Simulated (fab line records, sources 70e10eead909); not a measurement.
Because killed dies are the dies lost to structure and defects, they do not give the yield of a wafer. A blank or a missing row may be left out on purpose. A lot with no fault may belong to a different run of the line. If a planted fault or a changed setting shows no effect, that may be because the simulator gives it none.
fab line records | flow nandHarc
record: lots: 24 wafers: 72 lastDay: 34
route steps=1302 shown A_DECK1_JOINT@527 A_ONON_D2@548
lots that met no fault: from a run of the same line without faults
startH: start of the lot's first displayed wafer, in hours after the record's first day | waitH: hours elapsed since this lot's preceding step | " the same as in the row above | L1.1+2: a single row standing in for several wafers | - no value, or no start given | * or withheld: withheld | < > ~ a bound
route shown NAME@n: NAME is a module with steps in the file, n the number in the route of the first one | usual: the fault-free wafers' mean and standard deviation | same: alike in all rows | chamber/n: place in a boat | sites: the reading at each site | _std_site: how widely they spread, as a standard deviation | _edge_site: mean of outer sites minus mean of inner sites | radiusMm: how far each site lies from the wafer's centre | mask NAME#n: copy n | behind: the most recent tool/chamber to have shaped the wafer | hold: why the lot was held/for how many hours/how that ended | device: transistor that didn't switch, given as n, p or np | end of line: the route-end tests of the same wafers | a step without rows: its recipe alone | killed: dies lost to structure and defects at the first sort, not the wafer's yield | map: a wafer's dies, x killed, . not, _ none there
set.NAME: the run value of the setting; set.NAME@STEP: its run value at that earlier step | model.NAME: the simulator's own value behind a step, which no gauge read
steps of the route over a sample of lots; a table a step, a row a wafer
services: a tool's chamber out of use, with start hour (startH, from the record's first day; less than 0 if before it), hours out, and reason
== steps ==
step: NHARC_A_DECK1_JOINT_CMP_13
recipe: targetThkNm: 51.023
usual: motorCurrentA: 11.9/1.1 timeToEndpointS: 10.0/2.2
columns lot.wafer tool chamber startH waitH motorCurrentA timeToEndpointS
L074.3 cmp-02 2 245.95 0.4 13.4 7.1
L074.2 " 0 " " 10.3 10.0
L074.5 " 2 " " 12.8 11.2
L075.4 cmp-02 1 258.71 0.4 11.1 7.4
L075.2 " 3 " " 11.8 10.0
L075.1 " 0 " " 9.9 9.0
L077.2 cmp-02 1 270.33 0.4 10.9 9.7
L077.6 " 0 " " 10.2 9.1
L077.5 " 1 " " 10.9 10.5
L076.1 cmp-03 1 272.99 0.4 13.6 11.9
L076.2 " 0 " " 12.4 12.4
L076.6 " 1 " " 13.4 10.2
L078.3 cmp-02 3 292.62 0.4 11.8 8.4
L078.2 " 1 " " 10.9 8.4
L078.6 " 2 " " 13.5 9.3
L079.1 cmp-04 0 296.93 0.4 11.0 10.2
L079.3 " 2 " " 13.6 10.9
L079.6 " 3 " " 9.7 11.3
L080.3 cmp-03 3 312.02 0.4 13.1 11.6
L080.2 " 1 " " 12.7 10.3
L080.5 " 3 " " 12.6 11.8
L082.2 cmp-03 2 327.11 0.4 11.1 9.8
L082.4 " 0 " " 12.2 10.9
L082.3 " 1 " " 13.0 9.8
L081.3 cmp-04 2 327.18 0.4 14.8 8.5
L081.5 " 3 " " 9.8 8.8
L081.6 " 0 " " 11.4 6.0
L083.2 cmp-03 2 342.25 0.4 11.3 11.6
L083.5 " 3 " " 12.5 10.5
L083.6 " 0 " " 11.5 8.3
L084.4 cmp-03 2 350.49 0.4 10.5 13.7
L084.2 " 3 " " 12.9 12.8
L084.1 " 0 " " 11.9 12.7
L085.3 cmp-03 0 363.10 0.4 11.3 11.9
L085.1 " 3 " " 12.6 12.7
L085.6 " 0 " " 12.2 11.3
L087.4 cmp-02 1 377.77 0.4 10.9 7.7
L087.3 " 3 " " 12.7 10.0
L087.6 " 2 " " 13.1 12.9
L086.1 cmp-03 3 377.85 0.4 12.9 9.7
L086.5 " 0 " " 11.9 12.1
L086.6 " 1 " " 13.5 10.0
L088.3 cmp-02 0 386.13 0.4 11.0 6.5
L088.5 " 0 " " 10.8 8.2
L088.6 " 1 " " 11.0 8.0
L089.3 cmp-04 1 404.87 0.4 12.9 9.9
L089.4 " 3 " " 10.3 15.0
L089.6 " 1 " " 11.3 6.5
L091.1 cmp-03 1 412.30 0.4 12.8 10.3
L091.2 " 2 " " 10.9 11.7
L091.3 " 3 " " 12.4 13.4
L090.2 cmp-04 0 412.30 0.4 11.8 9.2
L090.4 " 2 " " 13.9 8.9
L090.5 " 0 " " 11.7 9.7
L092.4 cmp-04 0 421.32 0.4 11.6 8.0
L092.5 " 1 " " 12.6 1.8
L092.6 " 2 " " 14.1 5.0
L094.2 cmp-04 3 443.26 0.4 9.8 12.0
L094.1 " 1 " " 12.9 5.0
L094.3 " 2 " " 14.4 9.4
L093.3 cmp-03 2 443.26 0.4 10.6 11.2
L093.1 " 3 " " 12.8 12.0
L093.4 " 0 " " 12.2 12.1
L095.4 cmp-03 2 463.97 0.4 11.3 6.9
L095.6 " 1 " " 13.7 10.2
L095.5 " 2 " " 10.2 10.8
L096.2 cmp-02 2 482.32 0.4 12.3 11.4
L096.3 " 1 " " 11.1 11.1
L096.6 " 2 " " 12.7 10.0
L097.2 cmp-03 2 482.35 0.4 11.1 11.2
L097.3 " 0 " " 11.4 11.3
L097.5 " 2 " " 10.5 10.6
step: NHARC_A_DECK1_JOINT_DEP_16
recipe: targetThkA: 450 tempC: 400 pressureTorr: 6.5 rfW: 900 teosFlowSccm: 161.4 flowSccm: 2650 targetThkNm: 45 gas: O2 material: SiO2
usual: heaterPowerW: 575/110 throttleValvePct: 15.9/0.37
columns lot.wafer tool chamber startH waitH heaterPowerW sinceWetCleanH throttleValvePct
L074.2 pecvd-02 0 268.49 0.1 631 28 16.0
L074.3 " 1 " " 504 28 16.0
L074.5 " 1 " " 495 - 15.8
L075.1 pecvd-01 2 285.42 0.1 614 142 15.7
L075.2 " 1 " " 652 142 16.5
L075.4 " 1 " " 664 - 16.3
L077.2 pecvd-01 1 292.70 0.1 733 150 16.8
L077.6 " 2 " " 694 - 15.7
L077.5 " 0 " " 699 - 16.4
L076.1 pecvd-02 1 292.72 0.1 470 53 16.1
L076.2 " 2 " " 406 53 15.2
L076.6 " 0 " " 502 - 16.2
L078.3 pecvd-04 1 316.61 0.1 514 35 15.9
L078.2 " 2 " " 554 35 16.4
L078.6 " 0 " " 769 - 15.6
L079.3 pecvd-02 0 319.14 0.1 623 79 16.3
L079.1 " 1 " " 388 79 16.1
L079.6 " 1 " " 395 - 16.1
L080.2 pecvd-02 1 339.76 0.1 475 100 16.4
L080.3 " 0 " " 569 100 16.2
L080.5 " 2 " " 363 - 15.5
L082.3 pecvd-02 0 348.78 0.1 532 109 16.2
L082.2 " 2 " " 346 109 15.4
L082.4 " 1 " " 415 - 16.0
L081.3 pecvd-01 1 348.78 0.1 714 25 15.7
L081.5 " 1 " " 712 - 15.9
L081.6 " 0 " " 793 - 15.9
L083.2 pecvd-04 0 365.55 0.1 793 84 15.4
L083.5 " 0 " " 790 - 15.3
L083.6 " 2 " " 618 - 16.4
L084.1 pecvd-04 2 371.32 0.1 608 89 16.3
L084.2 " 0 " " 725 89 15.2
L084.4 " 0 " " 760 - 15.7
L085.1 pecvd-02 2 391.43 0.1 437 151 15.7
L085.3 " 0 " " 580 151 16.0
L085.6 " 2 " " 438 - 15.6
L086.1 pecvd-02 1 400.62 0.1 487 161 16.3
L086.6 " 1 " " 501 - 16.3
L086.5 " 2 " " 462 - 15.5
L087.3 pecvd-04 1 400.67 0.1 566 119 16.2
L087.6 " 2 " " 599 - 16.3
L087.4 " 1 " " 562 - 16.0
L088.3 pecvd-01 0 416.16 0.4 772 92 16.1
L088.6 " 0 " " 771 - 16.1
L088.5 " 1 " " 608 - 16.2
L089.3 pecvd-04 2 429.04 0.1 600 147 16.5
L089.4 " 0 " " 768 - 15.5
L089.6 " 1 " " 549 - 16.2
L090.2 pecvd-02 0 435.93 0.1 583 15 15.6
L090.4 " 1 " " 432 - 16.1
L090.5 " 2 " " 442 - 15.2
L091.2 pecvd-01 2 435.93 0.1 608 112 15.7
L091.1 " 0 " " 668 112 16.1
L091.3 " 1 " " 652 112 15.9
L092.6 pecvd-04 0 444.26 0.2 610 - 15.8
L092.5 " 1 " " 516 - 16.1
L092.4 " 2 " " 551 - 16.1
L094.1 pecvd-01 1 463.85 0.1 619 140 16.0
L094.3 " 2 " " 586 140 15.6
L094.2 " 0 " " 702 140 16.0
L093.1 pecvd-04 1 463.88 0.1 553 1 15.7
L093.3 " 2 " " 591 1 15.7
L093.4 " 1 " " 556 - 15.6
L095.5 pecvd-02 1 492.19 0.2 482 - 16.0
L095.4 " 2 " " 419 - 15.3
L095.6 " 0 " " 537 - 15.8
L097.3 pecvd-01 0 506.16 0.1 656 1 16.0
L097.2 " 1 " " 594 1 16.2
L097.5 " 2 " " 651 - 15.8
L096.3 pecvd-02 2 506.30 0.1 482 85 15.4
L096.2 " 1 " " 404 85 16.1
L096.6 " 2 " " 468 - 15.8
step: NHARC_A_DECK1_JOINT_THK_MEAS_17
recipe: thkMeasGauge: ellipsometry
usual: thkNm: 45.2/1.2
columns lot.wafer tool chamber startH waitH thkNm
L074.2 filmMetro-02 - 268.78 0.3 44.2
L074.3 " - " " 44.4
L074.5 " - " " 45.8
L075.1 filmMetro-02 - 285.70 0.3 45.2
L075.2 " - " " 44.0
L075.4 " - " " 46.3
L077.2 filmMetro-01 - 292.98 0.3 44.4
L077.5 " - " " 44.9
L077.6 " - " " 46.7
L076.1 filmMetro-01 - 293.03 0.3 46.5
L076.2 " - " " 45.4
L076.6 " - " " 44.8
L078.2 filmMetro-01 - 316.89 0.2 45.2
L078.3 " - " " 44.0
L078.6 " - " " 45.9
L079.1 filmMetro-01 - 319.39 0.2 45.3
L079.3 " - " " 46.2
L079.6 " - " " 47.1
L080.2 filmMetro-02 - 340.04 0.3 42.6
L080.3 " - " " 43.6
L080.5 " - " " 44.8
L081.3 filmMetro-01 - 349.06 0.2 45.6
L081.5 " - " " 45.8
L081.6 " - " " 45.5
L082.2 filmMetro-02 - 349.06 0.2 46.9
L082.3 " - " " 44.2
L082.4 " - " " 46.7
L083.2 filmMetro-01 - 365.84 0.3 43.9
L083.5 " - " " 46.5
L083.6 " - " " 47.0
L084.1 filmMetro-02 - 371.60 0.3 44.8
L084.2 " - " " 43.7
L084.4 " - " " 46.1
L085.1 filmMetro-01 - 391.71 0.3 44.5
L085.3 " - " " 43.9
L085.6 " - " " 45.4
L086.1 filmMetro-02 - 400.87 0.2 46.4
L086.5 " - " " 46.2
L086.6 " - " " 46.0
L087.3 filmMetro-02 - 400.89 0.2 44.9
L087.4 " - " " 45.6
L087.6 " - " " 45.3
L088.3 filmMetro-01 - 416.42 0.2 44.7
L088.5 " - " " 45.1
L088.6 " - " " 44.5
L089.3 filmMetro-01 - 429.32 0.3 46.0
L089.4 " - " " 44.9
L089.6 " - " " 47.2
L090.2 filmMetro-02 - 436.21 0.3 44.6
L090.4 " - " " 46.1
L090.5 " - " " 46.3
L091.1 filmMetro-01 - 436.21 0.2 43.5
L091.2 " - " " 46.0
L091.3 " - " " 45.4
L092.4 filmMetro-01 - 444.46 0.1 44.5
L092.5 " - " " 44.0
L092.6 " - " " 43.9
L093.1 filmMetro-02 - 464.13 0.2 43.6
L093.3 " - " " 43.9
L093.4 " - " " 45.3
L094.1 filmMetro-01 - 464.13 0.3 45.1
L094.2 " - " " 44.6
L094.3 " - " " 48.1
L095.4 filmMetro-02 - 492.38 0.1 44.1
L095.5 " - " " 45.3
L095.6 " - " " 46.8
L097.2 filmMetro-02 - 506.44 0.2 45.0
L097.3 " - " " 44.6
L097.5 " - " " 45.1
L096.2 filmMetro-02 - 506.58 0.2 46.7
L096.3 " - " " 44.1
L096.6 " - " " 46.0
step: NHARC_A_ONON_D2_THK_MEAS_05
recipe: thkMeasGauge: ellipsometry
usual: thkNm: 999/9.4
columns lot.wafer tool chamber startH waitH thkNm
L074.2 filmMetro-01 - 269.95 - 1007
L074.3 " - " " 1011
L074.5 " - " " 1010
L075.1 filmMetro-02 - 286.87 - 991
L075.2 " - " " 991
L075.4 " - " " 992
L077.2 filmMetro-01 - 294.16 - 1017
L077.5 " - " " 1017
L077.6 " - " " 1016
L076.1 filmMetro-02 - 294.21 - 999
L076.2 " - " " 999
L076.6 " - " " 999
L078.2 filmMetro-01 - 318.07 - 988
L078.3 " - " " 986
L078.6 " - " " 985
L079.1 filmMetro-02 - 320.68 - 1005
L079.3 " - " " 1005
L079.6 " - " " 1006
L080.2 filmMetro-02 - 341.22 - 1000
L080.3 " - " " 1000
L080.5 " - " " 999
L082.2 filmMetro-01 - 350.24 - 1016
L082.3 " - " " 1015
L082.4 " - " " 1018
L081.3 filmMetro-02 - 350.24 - 994
L081.5 " - " " 994
L081.6 " - " " 996
L083.2 filmMetro-01 - 367.02 - 985
L083.5 " - " " 988
L083.6 " - " " 987
L084.1 filmMetro-02 - 372.78 - 1002
L084.2 " - " " 1000
L084.4 " - " " 1000
L085.1 filmMetro-01 - 392.88 - 993
L085.3 " - " " 992
L085.6 " - " " 992
L086.1 filmMetro-01 - 402.05 - 993
L086.5 " - " " 993
L086.6 " - " " 993
L087.3 filmMetro-02 - 402.08 - 1009
L087.4 " - " " 1010
L087.6 " - " " 1010
L088.3 filmMetro-02 - 417.60 - 996
L088.5 " - " " 998
L088.6 " - " " 999
L089.3 filmMetro-01 - 430.50 - 989
L089.4 " - " " 990
L089.6 " - " " 989
L090.2 filmMetro-01 - 437.39 - 1014
L090.4 " - " " 1014
L090.5 " - " " 1014
L091.1 filmMetro-02 - 437.39 - 992
L091.2 " - " " 989
L091.3 " - " " 992
L092.4 filmMetro-02 - 445.64 - 1010
L092.5 " - " " 1012
L092.6 " - " " 1010
L093.1 filmMetro-02 - 465.31 - 988
L093.3 " - " " 987
L093.4 " - " " 988
L094.1 filmMetro-01 - 465.31 - 990
L094.2 " - " " 989
L094.3 " - " " 989
L095.4 filmMetro-01 - 493.56 - 1003
L095.5 " - " " 1005
L095.6 " - " " 1004
L097.2 filmMetro-01 - 507.62 - 1000
L097.3 " - " " 999
L097.5 " - " " 999
L096.2 filmMetro-02 - 507.76 - 1006
L096.3 " - " " 1006
L096.6 " - " " 1006
step: NHARC_A_ONON_D2_THK_MEAS_18
recipe: thkMeasGauge: ellipsometry
usual: thkNm: 998/12
columns lot.wafer tool chamber startH waitH thkNm
L074.2 filmMetro-01 - 279.06 - 988
L074.3 " - " " 988
L074.5 " - " " 988
L075.1 filmMetro-01 - 296.34 - 1001
L075.2 " - " " 1001
L075.4 " - " " 1002
L076.1 filmMetro-02 - 303.19 - 968
L076.2 " - " " 968
L076.6 " - " " 968
L077.2 filmMetro-01 - 303.20 - 1005
L077.5 " - " " 1004
L077.6 " - " " 1006
L079.1 filmMetro-01 - 327.79 - 979
L079.3 " - " " 980
L079.6 " - " " 979
L078.2 filmMetro-02 - 327.80 - 1017
L078.3 " - " " 1018
L078.6 " - " " 1017
L080.2 filmMetro-02 - 350.71 - 1011
L080.3 " - " " 1011
L080.5 " - " " 1010
L081.3 filmMetro-01 - 361.70 - 980
L081.5 " - " " 979
L081.6 " - " " 978
L082.2 filmMetro-02 - 361.70 - 985
L082.3 " - " " 984
L082.4 " - " " 985
L083.2 filmMetro-01 - 376.10 - 1014
L083.5 " - " " 1014
L083.6 " - " " 1014
L084.1 filmMetro-01 - 382.55 - 993
L084.2 " - " " 993
L084.4 " - " " 992
L085.1 filmMetro-02 - 402.96 - 1008
L085.3 " - " " 1006
L085.6 " - " " 1006
L086.1 filmMetro-01 - 413.13 - 992
L086.5 " - " " 995
L086.6 " - " " 993
L087.3 filmMetro-01 - 413.15 - 995
L087.4 " - " " 995
L087.6 " - " " 995
L088.3 filmMetro-01 - 426.65 - 1001
L088.5 " - " " 999
L088.6 " - " " 1001
L089.3 filmMetro-02 - 441.07 - 1000
L089.4 " - " " 1002
L089.6 " - " " 1003
L091.1 filmMetro-01 - 446.38 - 1004
L091.2 " - " " 1004
L091.3 " - " " 1005
L090.2 filmMetro-01 - 446.39 - 1008
L090.4 " - " " 1008
L090.5 " - " " 1009
L092.4 filmMetro-02 - 456.94 - 999
L092.5 " - " " 998
L092.6 " - " " 998
L093.1 filmMetro-01 - 474.80 - 1004
L093.3 " - " " 1004
L093.4 " - " " 1002
L094.1 filmMetro-02 - 474.80 - 992
L094.2 " - " " 991
L094.3 " - " " 991
L095.4 filmMetro-01 - 504.06 - 1008
L095.5 " - " " 1008
L095.6 " - " " 1008
L097.2 filmMetro-01 - 519.35 - 1008
L097.3 " - " " 1007
L097.5 " - " " 1006
L096.2 filmMetro-02 - 519.35 - 990
L096.3 " - " " 989
L096.6 " - " " 990
step: NHARC_A_ONON_D2_INSPECT_32
usual: rawDefectCount: 397/150
columns lot.wafer tool chamber startH waitH rawDefectCount
L074.2 defectInspect-02 - 281.86 0.0 375
L074.3 " - " " 254
L074.5 " - " " 274
L075.1 defectInspect-01 - 299.15 0.0 292
L075.2 " - " " 385
L075.4 " - " " 264
L076.1 defectInspect-01 - 305.98 0.0 437
L076.2 " - " " 461
L076.6 " - " " 255
L077.2 defectInspect-02 - 306.01 0.0 632
L077.5 " - " " 362
L077.6 " - " " 452
L079.1 defectInspect-01 - 330.61 0.0 281
L079.3 " - " " 424
L079.6 " - " " 331
L078.2 defectInspect-02 - 330.68 0.0 481
L078.3 " - " " 540
L078.6 " - " " 920
L080.2 defectInspect-02 - 353.55 0.0 367
L080.3 " - " " 349
L080.5 " - " " 384
L082.2 defectInspect-02 - 364.51 0.0 239
L082.3 " - " " 211
L082.4 " - " " 300
L081.3 defectInspect-01 - 364.52 0.0 285
L081.5 " - " " 349
L081.6 " - " " 215
L083.2 defectInspect-02 - 378.90 0.0 208
L083.5 " - " " 379
L083.6 " - " " 228
L084.1 defectInspect-02 - 385.37 0.0 363
L084.2 " - " " 319
L084.4 " - " " 480
L085.1 defectInspect-02 - 405.78 0.0 448
L085.3 " - " " 312
L085.6 " - " " 284
L086.1 defectInspect-01 - 416.50 0.0 405
L086.5 " - " " 640
L086.6 " - " " 560
L087.3 defectInspect-01 - 416.78 0.0 349
L087.4 " - " " 440
L087.6 " - " " 270
L088.3 defectInspect-01 - 429.47 0.0 294
L088.5 " - " " 534
L088.6 " - " " 373
L089.3 defectInspect-02 - 443.88 0.0 591
L089.4 " - " " 432
L089.6 " - " " 379
L091.1 defectInspect-01 - 449.18 0.0 302
L091.2 " - " " 411
L091.3 " - " " 262
L090.2 defectInspect-02 - 449.21 0.0 300
L090.4 " - " " 503
L090.5 " - " " 878
L092.4 defectInspect-02 - 459.73 0.0 559
L092.5 " - " " 342
L092.6 " - " " 331
L093.1 defectInspect-02 - 477.63 0.0 484
L093.3 " - " " 541
L093.4 " - " " 636
L094.1 defectInspect-02 - 477.71 0.0 359
L094.2 " - " " 343
L094.3 " - " " 408
L095.4 defectInspect-01 - 506.95 0.0 441
L095.5 " - " " 346
L095.6 " - " " 321
L096.2 defectInspect-01 - 522.17 0.0 268
L096.3 " - " " 234
L096.6 " - " " 333
L097.2 defectInspect-01 - 522.19 0.1 201
L097.3 " - " " 248
L097.5 " - " " 206
== services ==
columns tool chamber startH hours kind
pecvd-02 - 227.11 13.0 pm
cmp-02 - 232.71 4.0 pm
cmp-03 - 245.89 0.9 repair
cmp-03 - 260.03 4.0 pm
pecvd-04 - 269.00 13.0 pm
cmp-04 - 274.15 0.7 repair
cmp-04 - 307.08 4.0 pm
pecvd-01 - 311.12 13.0 pm
cmp-04 - 314.88 0.8 repair
cmp-02 - 321.47 3.5 repair
cmp-02 - 330.71 4.0 pm
cmp-03 - 333.67 1.9 repair
cmp-04 - 349.66 6.4 repair
cmp-03 - 358.03 4.0 pm
cmp-04 - 405.08 4.0 pm
pecvd-02 - 408.11 13.0 pm
cmp-04 - 411.03 0.6 repair
cmp-02 - 428.81 4.0 pm
cmp-03 - 437.16 1.4 repair
pecvd-04 - 450.00 13.0 pm
cmp-03 - 456.03 4.0 pm
pecvd-01 1 464.36 8.1 repair
pecvd-04 - 483.89 0.4 repair
pecvd-01 - 492.12 13.0 pm
== key ==
fault none
